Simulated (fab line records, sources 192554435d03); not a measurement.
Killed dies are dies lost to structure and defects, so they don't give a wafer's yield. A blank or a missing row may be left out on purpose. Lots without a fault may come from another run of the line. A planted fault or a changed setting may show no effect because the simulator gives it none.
A struck lot beside a sound one | flow n5_finfet | 42 steps out of a route of 1938
Sound: wafers L351.1, L351.2, L351.3. Struck: wafers L347.4, L347.5. (L347.1 of the same lot was not struck and is left out.) The cause comes at the end.
At each step with rows: each side's tool, then ch and its chambers, then its first start. Under that, the readings that differ: sound wafers | struck wafers | difference of the means | sigmas: that difference in standard deviations of wafers without a fault.
alike: readings whose means differ by less than 2 such deviations, and words and numbers that are the same on both sides. not compared: withheld readings, readings that some wafer has no value for, bounds like >300 that may hide the same value, and numbers for which the record gives no deviation and whose values overlap.
The two part at a step that has a row with sigmas, a row that says differs or no value, or rows on one side only. Numbers that don't overlap but have no deviation are shown without sigmas and don't part them. A reading that every wafer of one side lacks parts them only if that side has two wafers or more.

first, 11 steps without rows for these wafers: N5_DUMMY_GATE_ETCH_36 (etches SiARC in CF4, target depth 13 nm); N5_DUMMY_GATE_ETCH_37 (etches SOC in N2/H2, target depth 60 nm, overetch 30 nm); N5_DUMMY_GATE_STRIP_38 (strips in N2/H2); N5_DUMMY_GATE_STRIP_39 (strips in N2/H2); N5_DUMMY_GATE_TRIM_49 (chemistry O2, time 29 s, target cd 14 nm); N5_DUMMY_GATE_STRIP_40 (strips in CF4); N5_DUMMY_GATE_ETCH_31 (etches SiO2 in C4F6/O2, target depth 82.5 nm, time 27.5 s); N5_DUMMY_GATE_STRIP_41 (strips in O2); N5_DUMMY_GATE_HM_OPEN_21 (chemistry CH3F/O2, target SiNx, target depth 120 nm, time 171.4 s); N5_DUMMY_GATE_ETCH_32 (etches SiO2 in CF4, target depth 3.5 nm, time 3.9 s); N5_DUMMY_GATE_ETCH_23 (etches poly-Si in HBr/Cl2/O2, target depth 41 nm, time 22.3 s).
N5_DUMMY_GATE_ETCH_44: etches poly-Si in HBr/O2, stops on SiO2, target depth 127.5 nm.
  sound on rie_si-01 ch 0,2,3, day 8 01:31; struck on rie_si-03 ch 1, day 6 23:00
  alike: drypump_motor_current_A, oes_product_au, throttle_valve_pct
  not compared: rf_hours_counter_h
then, 7 steps without rows for these wafers: N5_DUMMY_GATE_ETCH_42 (etches SiO2 in CHF3/O2, target depth 3.5 nm, time 31 s); N5_DUMMY_GATE_STRIP_48 (strips in N2/H2, time 20 s); N5_DUMMY_GATE_PRECLEAN_33 (cleans in dHF, time 10 s); N5_DUMMY_GATE_PRECLEAN_25 (cleans in O3/DIW, time 45 s); N5_DUMMY_GATE_PRECLEAN_51 (cleans in SC2, time 45 s); N5_DUMMY_GATE_SRD_26 (time 30 s); N5_DUMMY_GATE_UV_OZONE_45 (time 120 s).
N5_DUMMY_GATE_INSPECT_27: inspects for defects (brightfield).
  sound on defect_inspect-02, day 8 01:56; struck on defect_inspect-01, day 6 23:24
  reading          | sound       | struck  | difference | sigmas
  raw_defect_count | 310 467 283 | 810 766 | +435       | +6
then, 3 steps without rows for these wafers: N5_SPACER0_ALD_07 (deposits SiNx, target thk 2 nm); N5_SPACER0_ALD_00 (deposits SiOCN, target thk 3.5 nm, pulse time 3 s, purge time 2 s); N5_SPACER0_ALD_08 (deposits SiNx, target thk 2 nm).
N5_SPACER0_INSPECT_04: inspects for defects (darkfield).
  sound on defect_inspect-02, day 8 02:44; struck on defect_inspect-01, day 7 00:00
  reading          | sound       | struck  | difference | sigmas
  raw_defect_count | 135 189 123 | 567 584 | +426       | +14
then, 8 steps without rows for these wafers: N5_SD_EPI_N_COAT_32 (time 60 s, resist thk 350 nm); N5_SD_EPI_N_COAT_33 (time 60 s, resist thk 35 nm); N5_SD_EPI_N_COAT_03 (resist thk 150 nm); N5_SD_EPI_N_EBR_05; N5_SD_EPI_N_SOFTBAKE_04 (time 60 s); N5_SD_EPI_N_EXPOSE_06 (exposes mask SD N BLK, target cd 120 nm); N5_SD_EPI_N_PEB_07 (peb time 60 s); N5_SD_EPI_N_DEVELOP_08 (develop time 30 s).
N5_SD_EPI_N_INSPECT_11: inspects for defects (macro).
  sound on defect_inspect-01, day 8 03:12; struck on defect_inspect-02, day 7 00:27
  reading          | sound | struck    | difference | sigmas
  raw_defect_count | 3 5 4 | >300 >300 | differs    |
then, 5 steps without rows for these wafers: N5_SD_EPI_N_DESCUM_14 (chemistry O2, time 7.9 s); N5_SD_EPI_N_ETCH_34 (etches SiARC in CF4, target depth 45.5 nm, time 75.8 s); N5_SD_EPI_N_ETCH_35 (etches SOC in N2/H2, overetch 108 nm, time 486 s); N5_SD_EPI_N_STRIP_36 (strips in N2/H2); N5_SD_EPI_N_ETCHBACK_44 (etches SiNx in CH3F/O2, stops on SiO2, target depth 14.5 nm).
N5_SD_EPI_N_INSPECT_26: inspects for defects (darkfield).
  sound on defect_inspect-01, day 8 07:55; struck on defect_inspect-01, day 7 05:14
  reading          | sound       | struck  | difference | sigmas
  raw_defect_count | 247 252 208 | 630 640 | +399       | +10
N5_SD_EPI_P_INSPECT_26: inspects for defects (darkfield).
  sound on defect_inspect-02, day 8 12:58; struck on defect_inspect-01, day 7 09:28
  reading          | sound       | struck  | difference | sigmas
  raw_defect_count | 197 224 184 | 587 596 | +390       | +11
-- the record jumps here: 6 days lie between the struck wafers' starts before and after (it left off in module SD_EPI_P and takes up again in module BEOL_M4, whose first step shown is number 1111 of the route) --
N5_BEOL_M4_RC_MEAS_101:
  sound on prober-02 ch 0, day 14 15:21; struck on prober-02 ch 0, day 13 11:26
  alike: DIBL_N, DIBL_P, IOFF_N, IOFF_P, ION_N, ION_P, SS_N, SS_P, VT_N, VT_P
-- the record jumps here: 5 days lie between the struck wafers' starts before and after (it left off in module BEOL_M4 and takes up again in module PASSIVATION, whose first step shown is number 1936 of the route) --
N5_PASSIVATION_PROBE_49:
  sound on prober-02, day 19 04:01; struck on prober-01, day 18 01:36
  reading                  | sound          | struck    | difference | sigmas
  defect_limited_yield (%) | 91.9 91.2 91.4 | 82.8 81.7 | -9.2       | -7
  killed_at_front_end      | 36 44 50       | 125 137   | +88        | +7
  killed_dies              | 95 104 102     | 203 216   | +109       | +6
  killed_on_rim            | 20 16 8        | 24 30     | +12        | +3
  sort_bin_5_function (%)  | 4.3 5.2 5.3    | 10.7 11.9 | +6.4       | +6
  sort_n_pass              | 1085 1076 1078 | 977 964   | -109       | -6
  sort_yield_pct (%)       | 91.9 91.2 91.4 | 82.8 81.7 | -9.2       | -7
  alike: killed_at_M0_to_M3, killed_at_M4_up, killed_at_contacts, killed_at_other, killed_open, killed_short, sort_bin_6_memory, sort_bin_8_speed

WHERE THEY PART
First at N5_DUMMY_GATE_INSPECT_27; last, within this record, at N5_PASSIVATION_PROBE_49.

WHY: what the simulator had put in
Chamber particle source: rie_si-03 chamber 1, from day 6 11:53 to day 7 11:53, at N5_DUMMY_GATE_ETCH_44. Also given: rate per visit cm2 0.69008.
